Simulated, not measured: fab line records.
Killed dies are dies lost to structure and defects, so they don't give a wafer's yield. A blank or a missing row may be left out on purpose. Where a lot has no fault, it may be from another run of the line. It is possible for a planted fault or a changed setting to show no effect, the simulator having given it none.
What tool caused it? | flow nand harc | 42 wafers sampled from 14 lots at 1 step of a route of 1302

== WHAT THE GAUGES SHOWED, per wafer ==
NHARC_A_BLC_OVL_MEAS_11. Usual: overlay x nm 0.2 nm, standard deviation 1; overlay y nm 0.0 nm, standard deviation 0.82.
lot  | measured     | on         | overlay x nm (nm) | overlay y nm (nm) | flag
L242 | day 22 22:11 | overlay-02 | -1.3 -1.1 -1.6    | -1.7 -1.5 -1.8    |
L243 | day 23 14:52 | overlay-01 | -0.1 -0.1 -0.1    | -0.9 -0.9 -1.0    |
L245 | day 23 15:36 | overlay-02 | 0.2 0.5 0.0       | 0.1 0.8 0.2       |
L244 | day 24 07:10 | overlay-02 | 1.6 1.9 1.5       | 1.2 1.3 0.8       |
L248 | day 26 00:11 | overlay-01 | -0.7 -0.5 -0.1    | 1.2 0.4 0.1       |
L250 | day 26 04:08 | overlay-01 | 2.1 1.6 1.7       | -0.2 -0.3 -0.2    |
L249 | day 26 11:31 | overlay-01 | 1.9 1.4 1.7       | -1.5 -0.6 -1.1    |
L251 | day 27 03:17 | overlay-01 | -1.0 -0.7 -1.0    | 0.5 0.2 -0.2      |
L253 | day 27 13:22 | overlay-01 | -2.1 -1.4 -1.3    | -0.7 -0.2 -1.0    |
L258 | day 28 14:32 | overlay-02 | -0.6 -1.2 -0.4    | 0.4 1.1 1.1       |
L257 | day 28 19:38 | overlay-01 | -0.5 -0.9 -0.9    | -1.5 -0.6 -0.5    |
L260 | day 30 01:14 | overlay-01 | 1.3 1.5 1.5       | 0.3 -0.3 -0.3     |
L262 | day 30 17:44 | overlay-02 | 0.8 0.6 0.5       | -0.7 -0.7 -0.2    |
L264 | day 31 23:21 | overlay-01 | -1.3 -1.4 -1.2    | 0.5 0.7 0.0       |

== WHAT TOOL EACH LOT RAN ON (gives the tool, then ch and the chambers of the sampled wafers, and finally the start) ==
Record: no process step prior to these readings.

== AS READ BY THE TOOLS THEMSELVES (means over the sampled wafers that have a number; for cases with no such wafer, the mark the record gives instead) ==
The record holds no such reading with a usual standard deviation.

== THE ANSWER, worked out from the rows above alone ==
Rule: lot off if the mean of its wafers having a number is beyond 3 standard deviations from the usual mean. A lot without any number at a reading at which 4 lots or more have one is off too. Any other lot the step has rows for is counted as sound. Order of review: gauges by route order, followed by the tools' own readings, for which a lot's mean as printed above is used. At the first step where some lot is off, the reading lying furthest off is the one used; lots without a number count as furthest.
None of the lots is off at any reading shown; this tells nothing.

== WHAT WAS PUT IN BY THE SIMULATOR ==
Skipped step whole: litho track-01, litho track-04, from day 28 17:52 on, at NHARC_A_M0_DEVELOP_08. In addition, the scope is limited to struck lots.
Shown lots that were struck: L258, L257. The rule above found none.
